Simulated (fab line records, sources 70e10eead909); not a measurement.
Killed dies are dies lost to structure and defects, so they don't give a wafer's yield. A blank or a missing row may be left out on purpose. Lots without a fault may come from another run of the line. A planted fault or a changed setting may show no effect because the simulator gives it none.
fab line records | flow nand_harc
record lots=24 wafers=72 last_day=29
route steps=1159 shown P_M0@282 P_M1@301 P_M2@332 P_BONDPAD@364
lots that met no fault: from a run of the same line without faults
start_h: hours from the record's first day to the start of the lot's first wafer shown | wait_h: hours since the lot's step before | " the same as in the row above | L1.1+2: a row that stands for several wafers | - no value, or no start given | * or withheld: withheld | < > ~ a bound
route shown NAME@n: a module of which the file shows steps, and the number in the route of the first | usual: mean/standard deviation of fault-free wafers | same: alike in all rows | chamber/n: place in a boat | sites: the reading at each site | _std_site: their standard deviation | _edge_site: outer sites' mean less inner sites' | radius_mm: how far each site lies from the wafer's centre | mask NAME#n: copy n | behind: the tool/chamber that last shaped the wafer | hold: why the lot was held/for how many hours/how that ended | device: the transistor (n, p or np) that didn't switch | end of line: the same wafers' tests at the end of the route | a step without rows: its recipe alone | killed: dies lost to structure and defects at the first sort, not the wafer's yield | map: a wafer's dies, x killed, . not, _ none there
set.NAME: the setting as run; set.NAME@STEP: as run at that earlier step | model.NAME: the simulator's own value behind a step, which no gauge read
steps of the route over a sample of lots; a table a step, a row a wafer
services: from which hour (start_h, from the record's first day; less than 0 if before it) a tool's chamber was out of use, for how many hours, and why
## steps
# step NHARC_P_M0_INSPECT_27
# usual raw_defect_count=303/140
# columns lot.wafer tool chamber start_h wait_h raw_defect_count
L075.1 defect_inspect-02 - 177.76 0.0 172
L075.2 " - " " 139
L075.5 " - " " 175
L077.1 defect_inspect-02 - 178.07 0.0 202
L077.4 " - " " 204
L077.6 " - " " 193
L076.1 defect_inspect-02 - 178.70 0.0 412
L076.2 " - " " 423
L076.6 " - " " 469
L074.1 defect_inspect-01 - 181.85 0.0 295
L074.5 " - " " 303
L074.6 " - " " 279
L078.1 defect_inspect-01 - 182.71 0.0 510
L078.3 " - " " 580
L078.6 " - " " 274
L081.2 defect_inspect-02 - 191.55 0.0 260
L081.3 " - " " 225
L081.6 " - " " 148
L080.4 defect_inspect-02 - 192.98 0.0 609
L080.5 " - " " 696
L080.6 " - " " 337
L079.4 defect_inspect-02 - 193.54 0.0 468
L079.5 " - " " 309
L079.6 " - " " 208
L082.1 defect_inspect-01 - 197.85 0.0 190
L082.2 " - " " 176
L082.5 " - " " 238
L083.2 defect_inspect-02 - 199.41 0.0 332
L083.3 " - " " 243
L083.5 " - " " 520
L084.2 defect_inspect-02 - 201.87 0.0 374
L084.4 " - " " 489
L084.5 " - " " 346
L086.1 defect_inspect-02 - 203.42 0.0 785
L086.3 " - " " 857
L086.5 " - " " 687
L085.1 defect_inspect-01 - 204.02 0.0 183
L085.2 " - " " 227
L085.6 " - " " 186
L087.1 defect_inspect-01 - 204.60 0.0 368
L087.2 " - " " 305
L087.6 " - " " 307
L088.1 defect_inspect-02 - 212.97 0.0 316
L088.2 " - " " 454
L088.4 " - " " 335
L089.2 defect_inspect-01 - 216.54 0.0 279
L089.4 " - " " 567
L089.5 " - " " 296
L090.1 defect_inspect-01 - 216.88 0.0 319
L090.2 " - " " 284
L090.6 " - " " 196
L092.1 defect_inspect-01 - 220.12 0.0 167
L092.2 " - " " 187
L092.6 " - " " 278
L091.4 defect_inspect-01 - 220.68 0.0 188
L091.5 " - " " 150
L091.6 " - " " 258
L093.1 defect_inspect-01 - 229.48 0.0 159
L093.2 " - " " 305
L093.6 " - " " 187
L094.1 defect_inspect-01 - 234.60 0.0 232
L094.3 " - " " 281
L094.6 " - " " 200
L095.2 defect_inspect-01 - 235.19 0.0 216
L095.4 " - " " 194
L095.5 " - " " 189
L097.1 defect_inspect-01 - 249.67 0.0 307
L097.2 " - " " 275
L097.6 " - " " 441
L096.1 defect_inspect-02 - 250.32 0.0 385
L096.4 " - " " 178
L096.5 " - " " 82
# step NHARC_P_M1_CD_MEAS_16
# usual cd_nm=130.0/0.88
# columns lot.wafer tool chamber start_h wait_h cd_nm
L075.1 cd_sem-01 - 179.67 - 129.6
L075.2 " - " " 129.3
L075.5 " - " " 129.6
L077.1 cd_sem-03 - 180.24 - 129.2
L077.4 " - " " 129.3
L077.6 " - " " 131.2
L076.1 cd_sem-01 - 181.63 - 131.6
L076.2 " - " " 131.3
L076.6 " - " " 130.6
L074.1 cd_sem-02 - 183.75 - 128.8
L074.5 " - " " 129.4
L074.6 " - " " 128.9
L078.1 cd_sem-02 - 184.48 - 128.4
L078.3 " - " " 131.2
L078.6 " - " " 131.2
L081.2 cd_sem-02 - 193.31 - 130.1
L081.3 " - " " 129.1
L081.6 " - " " 129.6
L080.4 cd_sem-03 - 195.32 - 129.6
L080.5 " - " " 131.5
L080.6 " - " " 130.8
L079.4 cd_sem-03 - 195.67 - 129.2
L079.5 " - " " 129.8
L079.6 " - " " 129.2
L082.1 cd_sem-01 - 199.91 - 130.0
L082.2 " - " " 129.1
L082.5 " - " " 130.4
L083.2 cd_sem-01 - 201.28 - 130.2
L083.3 " - " " 130.3
L083.5 " - " " 130.0
L084.2 cd_sem-01 - 203.94 - 130.2
L084.4 " - " " 129.3
L084.5 " - " " 128.3
L086.1 cd_sem-01 - 206.04 - 129.7
L086.3 " - " " 130.0
L086.5 " - " " 131.6
L085.1 cd_sem-02 - 207.30 - 130.3
L085.2 " - " " 130.2
L085.6 " - " " 130.7
L087.1 cd_sem-02 - 207.59 - 129.7
L087.2 " - " " 130.4
L087.6 " - " " 130.3
L088.1 cd_sem-02 - 214.73 - 128.9
L088.2 " - " " 129.3
L088.4 " - " " 129.9
L089.2 cd_sem-03 - 218.45 - 131.3
L089.4 " - " " 131.4
L089.5 " - " " 131.7
L090.1 cd_sem-03 - 218.76 - 131.1
L090.2 " - " " 128.7
L090.6 " - " " 129.8
L092.1 cd_sem-01 - 221.90 - 129.6
L092.2 " - " " 130.7
L092.6 " - " " 128.5
L091.4 cd_sem-01 - 222.58 - 132.3
L091.5 " - " " 131.7
L091.6 " - " " 131.1
L093.1 cd_sem-01 - 231.39 - 129.6
L093.2 " - " " 128.7
L093.6 " - " " 129.3
L094.1 cd_sem-02 - 236.48 - 130.0
L094.3 " - " " 129.2
L094.6 " - " " 131.8
L095.2 cd_sem-03 - 237.13 - 129.3
L095.4 " - " " 130.8
L095.5 " - " " 130.2
L097.1 cd_sem-02 - 251.58 - 130.4
L097.2 " - " " 131.5
L097.6 " - " " 130.8
L096.1 cd_sem-01 - 252.20 - 128.5
L096.4 " - " " 128.8
L096.5 " - " " 129.4
# step NHARC_P_M2_ETCH_35
# recipe target_depth_a=400 overetch_a=120 time_s=43.94 ion_energy_ev=200 n2_flow_sccm=150 h2_flow_sccm=150 ar_flow_sccm=0 rf_w=400 bias_w=150 chemistry=N2/H2
# usual drypump_motor_current_A=5.6/0.6 h2_flow_sccm=150.0/0.44 oes_product_au=1.000/0.0088 rf_vpp_V=432.2/2.2 showerhead_plenum_p_Torr=2.10/0.075 throttle_valve_pct=14.172/0.0087
# same time_s=43.94
# columns lot.wafer tool chamber start_h wait_h drypump_motor_current_A h2_flow_sccm oes_product_au rf_hours_counter_h rf_vpp_V showerhead_plenum_p_Torr throttle_valve_pct
L075.1 rie_diel-06 0 184.17 0.1 6.7 150.1 1.002 25 431.6 2.09 14.165
L075.2 " 2 " " 5.3 150.0 1.012 27 427.2 1.92 14.168
L075.5 " 0 " " 6.7 150.2 0.996 - 431.5 2.09 14.178
L077.1 rie_diel-04 2 184.65 0.1 6.4 149.6 1.007 17 431.6 2.08 14.180
L077.4 " 0 " " 6.4 149.7 1.005 14 429.6 1.97 14.167
L077.6 " 2 " " 6.4 149.7 0.996 - 431.2 2.08 14.166
L076.2 rie_diel-07 0 185.80 0.1 5.0 150.8 0.997 4 433.2 2.11 14.176
L076.1 " 1 " " 5.3 149.7 0.986 4 431.6 2.09 14.170
L076.6 " 1 " " 5.3 149.5 0.998 - 430.9 2.09 14.180
L074.1 rie_diel-07 3 187.55 0.1 6.2 149.8 0.984 5 434.7 2.19 14.176
L074.6 " 0 " " 4.9 150.0 0.994 - 432.0 2.11 14.185
L074.5 " 1 " " 5.3 150.3 0.988 - 430.5 2.09 14.179
L078.3 rie_diel-07 1 188.58 0.1 5.3 149.4 1.006 5 431.1 2.09 14.169
L078.1 " 2 " " 5.2 150.7 0.992 4 433.7 2.15 14.173
L078.6 " 0 " " 5.0 149.4 0.997 - 432.7 2.11 14.170
L081.3 rie_diel-04 3 197.45 0.1 5.1 150.6 0.998 18 434.3 2.21 14.169
L081.2 " 0 " " 6.4 150.0 1.001 16 426.9 1.97 14.169
L081.6 " 1 " " 5.4 150.8 1.003 - 430.3 2.09 14.192
L080.4 rie_diel-04 0 199.27 0.1 6.4 150.4 1.007 17 429.2 1.97 14.156
L080.6 " 3 " " 5.1 150.5 1.002 - 435.1 2.21 14.164
L080.5 " 0 " " 6.4 150.0 1.003 - 428.6 1.97 14.175
L079.4 rie_diel-07 0 200.46 0.1 5.0 149.8 1.001 5 432.7 2.11 14.177
L079.6 " 0 " " 5.0 150.0 1.010 - 431.0 2.11 14.182
L079.5 " 1 " " 5.3 150.7 1.005 - 432.1 2.09 14.158
L082.2 rie_diel-07 1 204.30 0.1 5.2 150.7 0.992 5 430.9 2.09 14.175
L082.1 " 2 " " 5.2 150.8 0.992 5 433.1 2.15 14.172
L082.5 " 0 " " 4.9 149.2 1.008 - 431.8 2.11 14.167
L083.3 rie_diel-06 3 206.18 0.1 5.9 149.4 0.995 27 435.1 2.14 14.156
L083.2 " 0 " " 6.8 149.5 1.003 27 431.7 2.09 14.155
L083.5 " 1 " " 5.0 150.6 0.982 - 435.2 2.18 14.174
L084.4 rie_diel-07 3 208.14 0.1 6.3 149.5 0.999 6 434.5 2.18 14.161
L084.2 " 0 " " 5.0 150.1 1.003 5 433.8 2.11 14.169
L084.5 " 2 " " 5.2 149.9 0.989 - 433.1 2.15 14.174
L086.1 rie_diel-07 3 209.84 0.1 6.3 149.6 1.005 6 434.6 2.18 14.158
L086.3 " 2 " " 5.2 150.3 0.993 5 432.7 2.15 14.175
L086.5 " 0 " " 4.9 149.4 1.010 - 433.8 2.11 14.175
L085.1 rie_diel-07 1 211.12 0.1 5.3 149.0 1.000 6 431.4 2.09 14.169
L085.2 " 0 " " 5.0 150.0 1.001 5 432.3 2.11 14.167
L085.6 " 1 " " 5.3 149.9 1.002 - 431.4 2.09 14.182
L087.1 rie_diel-06 2 211.58 0.1 5.3 149.3 1.014 30 427.6 1.92 14.176
L087.2 " 1 " " 5.0 150.4 0.995 29 433.9 2.18 14.175
L087.6 " 2 " " 5.3 150.4 1.011 - 427.6 1.92 14.170
L088.1 rie_diel-07 3 218.82 0.1 6.3 150.1 1.010 6 434.6 2.18 14.172
L088.4 " 0 " " 5.0 150.2 0.995 6 431.2 2.11 14.167
L088.2 " 1 " " 5.3 150.1 0.993 6 432.4 2.09 14.163
L089.2 rie_diel-07 0 222.36 0.1 5.0 150.3 0.997 6 432.2 2.11 14.165
L089.4 " 1 " " 5.3 150.8 0.994 6 432.0 2.09 14.158
L089.5 " 1 " " 5.3 150.2 0.990 - 430.8 2.09 14.162
L090.1 rie_diel-06 1 222.87 0.1 5.0 149.7 0.990 30 433.2 2.18 14.165
L090.2 " 3 " " 5.8 149.9 0.998 29 433.6 2.14 14.176
L090.6 " 1 " " 5.0 149.3 0.986 - 435.0 2.18 14.180
L092.2 rie_diel-04 3 225.87 0.1 5.1 150.1 0.984 26 435.9 2.21 14.171
L092.1 " 1 " " 5.4 149.9 1.006 26 432.1 2.09 14.155
L092.6 " 3 " " 5.1 149.6 1.001 - 434.4 2.21 14.155
L091.4 rie_diel-04 2 226.81 0.1 6.4 150.7 0.994 26 430.9 2.08 14.166
L091.6 " 1 " " 5.4 150.4 1.009 - 432.4 2.09 14.186
L091.5 " 2 " " 6.4 149.9 1.002 - 432.3 2.08 14.180
L093.1 rie_diel-06 3 235.20 0.1 5.9 149.7 1.003 30 433.5 2.14 14.172
L093.2 " 0 " " 6.7 149.5 1.000 30 431.8 2.09 14.184
L093.6 " 3 " " 5.9 149.9 0.997 - 432.3 2.14 14.161
L094.3 rie_diel-04 2 240.43 0.1 6.4 150.7 1.002 28 430.6 2.08 14.167
L094.1 " 3 " " 5.1 150.4 0.998 28 435.3 2.21 14.167
L094.6 " 1 " " 5.4 150.3 1.006 - 431.4 2.09 14.176
L095.4 rie_diel-04 3 241.37 0.1 5.1 149.5 0.985 28 434.3 2.21 14.172
L095.2 " 0 " " 6.4 149.8 0.998 27 428.3 1.97 14.168
L095.5 " 3 " " 5.1 150.2 1.001 - 434.4 2.21 14.160
L097.2 rie_diel-04 1 256.02 0.1 5.4 149.4 1.011 30 431.9 2.09 14.170
L097.1 " 0 " " 6.4 150.1 1.020 29 429.5 1.97 14.180
L097.6 " 2 " " 6.4 149.5 1.011 - 431.8 2.08 14.181
L096.1 rie_diel-04 3 256.20 0.1 5.1 150.3 1.000 30 436.1 2.21 14.170
L096.4 " 0 " " 6.4 150.4 1.014 29 428.2 1.97 14.172
L096.5 " 2 " " 6.4 149.5 1.005 - 431.7 2.08 14.172
# step NHARC_P_M2_DEGAS_29
# recipe temp_c=250 time_s=60
# usual heater_power_w=342/39
# same time_s=60
# columns lot.wafer tool chamber start_h wait_h heater_power_w
L075.1 pvd_sputter-02 - 185.11 - 333
L075.2 " - " " 349
L075.5 " - " " 333
L077.4 pvd_sputter-03 - 185.59 - 291
L077.1 " - " " 312
L077.6 " - " " 300
L076.2 pvd_sputter-03 - 186.76 - 320
L076.1 " - " " 313
L076.6 " - " " 314
L074.1 pvd_sputter-01 - 188.48 - 361
L074.5 " - " " 327
L074.6 " - " " 367
L078.3 pvd_sputter-02 - 189.50 - 425
L078.1 " - " " 322
L078.6 " - " " 412
L081.2 pvd_sputter-01 - 198.39 - 315
L081.3 " - " " 326
L081.6 " - " " 317
L080.4 pvd_sputter-03 - 200.22 - 328
L080.5 " - " " 311
L080.6 " - " " 301
L079.4 pvd_sputter-02 - 201.41 - 348
L079.6 " - " " 419
L079.5 " - " " 325
L082.2 pvd_sputter-01 - 205.22 - 310
L082.1 " - " " 335
L082.5 " - " " 408
L083.3 pvd_sputter-02 - 207.09 - 330
L083.2 " - " " 348
L083.5 " - " " 340
L084.4 pvd_sputter-01 - 209.08 - 326
L084.2 " - " " 377
L084.5 " - " " 320
L086.1 pvd_sputter-02 - 210.78 - 346
L086.3 " - " " 339
L086.5 " - " " 332
L085.2 pvd_sputter-01 - 212.05 - 316
L085.1 " - " " 422
L085.6 " - " " 318
L087.1 pvd_sputter-01 - 212.51 - 335
L087.2 " - " " 411
L087.6 " - " " 325
L088.1 pvd_sputter-03 - 219.76 - 301
L088.4 " - " " 309
L088.2 " - " " 316
L089.2 pvd_sputter-03 - 223.35 - 299
L089.4 " - " " 323
L089.5 " - " " 324
L090.2 pvd_sputter-01 - 223.89 - 324
L090.1 " - " " 407
L090.6 " - " " 323
L092.2 pvd_sputter-02 - 226.83 - 430
L092.1 " - " " 314
L092.6 " - " " 344
L091.4 pvd_sputter-01 - 227.75 - 398
L091.6 " - " " 370
L091.5 " - " " 320
L093.2 pvd_sputter-03 - 236.13 - 319
L093.1 " - " " 298
L093.6 " - " " 315
L094.3 pvd_sputter-03 - 241.36 - 301
L094.1 " - " " 298
L094.6 " - " " 302
L095.4 pvd_sputter-01 - 242.30 - 405
L095.2 " - " " 375
L095.5 " - " " 322
L097.1 pvd_sputter-02 - 256.99 - 331
L097.2 " - " " 335
L097.6 " - " " 330
L096.4 pvd_sputter-01 - 257.15 - 371
L096.1 " - " " 315
L096.5 " - " " 379
# step NHARC_P_BONDPAD_CD_MEAS_09
# recipe target_cd_nm=500 landing_energy_ev=500
# usual cd_nm=500.8/1.5
# columns lot.wafer tool chamber start_h wait_h cd_nm
L075.1 cd_sem-01 0 189.02 - 504.4
L075.2 " 0 " " 502.4
L075.5 " 0 " " 501.3
L077.1 cd_sem-03 0 189.41 - 499.9
L077.4 " 0 " " 500.9
L077.6 " 0 " " 500.5
L076.1 cd_sem-01 0 190.27 - 500.7
L076.2 " 0 " " 503.7
L076.6 " 0 " " 501.8
L074.1 cd_sem-02 0 191.82 - 501.6
L074.5 " 0 " " 499.4
L074.6 " 0 " " 499.9
L078.1 cd_sem-02 0 192.85 - 501.3
L078.3 " 0 " " 503.4
L078.6 " 0 " " 501.2
L081.2 cd_sem-02 0 201.60 - 501.4
L081.3 " 0 " " 500.7
L081.6 " 0 " " 500.4
L080.4 cd_sem-02 0 203.46 - 499.7
L080.5 " 0 " " 503.8
L080.6 " 0 " " 501.6
L079.4 cd_sem-03 0 206.03 - 499.6
L079.5 " 0 " " 499.4
L079.6 " 0 " " 500.2
L082.1 cd_sem-01 0 208.45 - 500.0
L082.2 " 0 " " 499.4
L082.5 " 0 " " 501.5
L083.2 cd_sem-01 0 210.32 - 500.6
L083.3 " 0 " " 502.3
L083.5 " 0 " " 499.1
L084.2 cd_sem-02 0 212.45 - 504.2
L084.4 " 0 " " 502.2
L084.5 " 0 " " 500.7
L086.1 cd_sem-02 0 214.13 - 501.5
L086.3 " 0 " " 500.8
L086.5 " 0 " " 502.9
L085.1 cd_sem-01 0 215.42 - 501.2
L085.2 " 0 " " 501.6
L085.6 " 0 " " 504.5
L087.1 cd_sem-02 0 215.84 - 501.2
L087.2 " 0 " " 499.5
L087.6 " 0 " " 499.0
L088.1 cd_sem-03 0 223.51 - 500.2
L088.2 " 0 " " 502.5
L088.4 " 0 " " 499.3
L089.2 cd_sem-01 0 226.95 - 500.5
L089.4 " 0 " " 498.9
L089.5 " 0 " " 502.7
L090.1 cd_sem-02 0 227.28 - 501.7
L090.2 " 0 " " 500.5
L090.6 " 0 " " 501.4
L092.1 cd_sem-01 0 230.17 - 498.4
L092.2 " 0 " " 500.2
L092.6 " 0 " " 498.5
L091.4 cd_sem-02 0 231.02 - 499.6
L091.5 " 0 " " 500.5
L091.6 " 0 " " 499.0
L093.1 cd_sem-03 0 239.35 - 501.5
L093.2 " 0 " " 501.6
L093.6 " 0 " " 499.3
L094.1 cd_sem-03 0 244.68 - 499.4
L094.3 " 0 " " 500.5
L094.6 " 0 " " 501.8
L095.2 cd_sem-01 0 245.66 - 497.0
L095.4 " 0 " " 497.6
L095.5 " 0 " " 499.7
L097.1 cd_sem-02 0 260.17 - 500.3
L097.2 " 0 " " 498.7
L097.6 " 0 " " 499.3
L096.1 cd_sem-01 0 260.53 - 498.2
L096.4 " 0 " " 499.9
L096.5 " 0 " " 500.2
# step NHARC_P_BONDPAD_OVL_MEAS_38
# usual overlay_x_nm=-2/6.6 overlay_y_nm=-1/7.3
# columns lot.wafer tool chamber start_h wait_h overlay_x_nm overlay_y_nm
L075.1 overlay-02 - 189.11 - -13 10
L075.2 " - " " -13 10
L075.5 " - " " -13 10
L077.1 overlay-01 - 189.50 - -2 -1
L077.4 " - " " -2 -1
L077.6 " - " " -2 -1
L076.1 overlay-02 - 190.35 - 4 -8
L076.2 " - " " 5 -7
L076.6 " - " " 5 -8
L074.1 overlay-01 - 191.91 - 5 9
L074.5 " - " " 5 9
L074.6 " - " " 5 9
L078.1 overlay-01 - 192.96 - 10 3
L078.3 " - " " 10 4
L078.6 " - " " 9 4
L081.2 overlay-01 - 201.69 - 6 -9
L081.3 " - " " 6 -10
L081.6 " - " " 5 -9
L080.4 overlay-01 - 203.54 - -1 -4
L080.5 " - " " -1 -4
L080.6 " - " " -1 -4
L079.4 overlay-01 - 206.11 - -8 -12
L079.5 " - " " -8 -11
L079.6 " - " " -8 -12
L082.1 overlay-02 - 208.54 - -4 1
L082.2 " - " " -4 1
L082.5 " - " " -4 2
L083.2 overlay-02 - 210.40 - -5 -5
L083.3 " - " " -5 -5
L083.5 " - " " -5 -5
L084.2 overlay-01 - 212.53 - -8 -1
L084.4 " - " " -9 -2
L084.5 " - " " -8 -2
L086.1 overlay-01 - 214.22 - -1 11
L086.3 " - " " -2 11
L086.5 " - " " -2 11
L085.1 overlay-02 - 215.51 - -4 -2
L085.2 " - " " -4 -2
L085.6 " - " " -4 -2
L087.1 overlay-01 - 215.93 - -7 -10
L087.2 " - " " -8 -10
L087.6 " - " " -7 -11
L088.1 overlay-02 - 223.60 - -8 -5
L088.2 " - " " -8 -5
L088.4 " - " " -8 -4
L089.2 overlay-01 - 227.04 - 10 6
L089.4 " - " " 10 6
L089.5 " - " " 10 6
L090.1 overlay-01 - 227.37 - -10 3
L090.2 " - " " -10 4
L090.6 " - " " -9 4
L092.1 overlay-02 - 230.26 - -4 1
L092.2 " - " " -4 1
L092.6 " - " " -4 2
L091.4 overlay-01 - 231.10 - -11 -12
L091.5 " - " " -11 -12
L091.6 " - " " -11 -12
L093.1 overlay-01 - 239.44 - 0 -9
L093.2 " - " " 0 -10
L093.6 " - " " 0 -10
L094.1 overlay-02 - 244.77 - -9 -9
L094.3 " - " " -9 -9
L094.6 " - " " -8 -9
L095.2 overlay-02 - 245.76 - 7 11
L095.4 " - " " 6 12
L095.5 " - " " 6 12
L097.1 overlay-01 - 260.26 - -5 6
L097.2 " - " " -6 6
L097.6 " - " " -6 6
L096.1 overlay-01 - 260.62 - 5 -1
L096.4 " - " " 4 -1
L096.5 " - " " 5 -1
## services
# columns tool chamber start_h hours kind
rie_diel-06 - 168.29 2.1 repair
rie_diel-07 0 170.19 4.1 repair
rie_diel-07 2 177.90 6.5 repair
pvd_sputter-03 - 179.13 6.0 repair
rie_diel-07 0 182.75 - clean
rie_diel-07 1 182.75 - clean
rie_diel-07 3 182.75 - clean
pvd_sputter-01 - 193.37 2.8 repair
rie_diel-07 0 207.25 - clean
rie_diel-07 1 207.25 - clean
rie_diel-07 2 207.25 - clean
rie_diel-07 3 207.25 - clean
pvd_sputter-02 - 214.07 10.0 pm
rie_diel-04 2 221.36 3.4 repair
rie_diel-07 - 228.20 9.0 pm
rie_diel-07 0 228.20 9.0 vent_cycle
rie_diel-07 1 228.20 9.0 vent_cycle
rie_diel-07 2 228.20 9.0 vent_cycle
rie_diel-07 3 228.20 9.0 vent_cycle
rie_diel-07 0 237.20 - clean
rie_diel-07 1 237.20 - clean
rie_diel-07 2 237.20 - clean
rie_diel-06 - 241.58 9.0 pm
pvd_sputter-03 - 249.65 10.3 repair
## key
fault none
